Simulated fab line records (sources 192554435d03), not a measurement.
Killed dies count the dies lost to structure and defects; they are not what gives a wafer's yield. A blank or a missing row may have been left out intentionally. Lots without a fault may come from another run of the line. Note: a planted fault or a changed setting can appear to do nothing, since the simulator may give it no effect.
Chamber matching | flow n5 finfet | rie diel-06 running N5_BEOL_M8_VIA_ETCH_34: 4 sister chambers
The step etches SiCOH lowk in C4F6/O2, target depth 125.5 nm, time 50.5 s. 8 wafers are shown with their chamber, then 7 later ones without.

## WAFERS PAIRED WITH THEIR CHAMBERS
wafer  | chamber | rf vpp V (V) | throttle valve pct (%)
L077.2 | 2       | 646          | 20.8
L083.3 | 0       | 645          | 21.3
L083.5 | 1       | 659          | 20.9
L088.1 | 2       | 645          | 20.9
L088.5 | 1       | 659          | 21.0
L091.2 | 0       | 646          | 21.3
L093.2 | 3       | 674          | 21.2
L093.4 | 3       | 673          | 21.2

## WAFERS WITHOUT THEIR CHAMBER
wafer  | rf vpp V (V) | throttle valve pct (%)
L093.5 | 645          | 20.9
L096.2 | 658          | 20.6
L096.4 | 659          | 20.6
L096.5 | 675          | 21.2
L097.1 | 646          | 20.9
L097.3 | 673          | 21.2
L097.5 | 646          | 20.9

## WHICH CHAMBER EACH ONE RAN IN
wafer  | from the rows above | in truth
L093.5 | 2                   | 2
L096.2 | 1                   | 1
L096.4 | 1                   | 1
L096.5 | 3                   | 3
L097.1 | 2                   | 2
L097.3 | 3                   | 3
L097.5 | 2                   | 2
Correct placement for 7 of the 7. Can't be placed from these rows: 0. 0 placed wrongly.
How it was worked out, from the rows above alone: a wafer's distance from a chamber is the root of the sum, over the readings, of the square of ((its reading less the chamber's mean) divided by the reading's scatter). The wafer belongs to the nearest chamber; if the next one is less than 2 further off, it can't be placed. Each chamber's mean is taken over the wafers shown for it. The scatter is the square root of a quotient: the sum, over the shown wafers, of each reading's squared deviation from its chamber's mean, divided by wafers minus chambers.
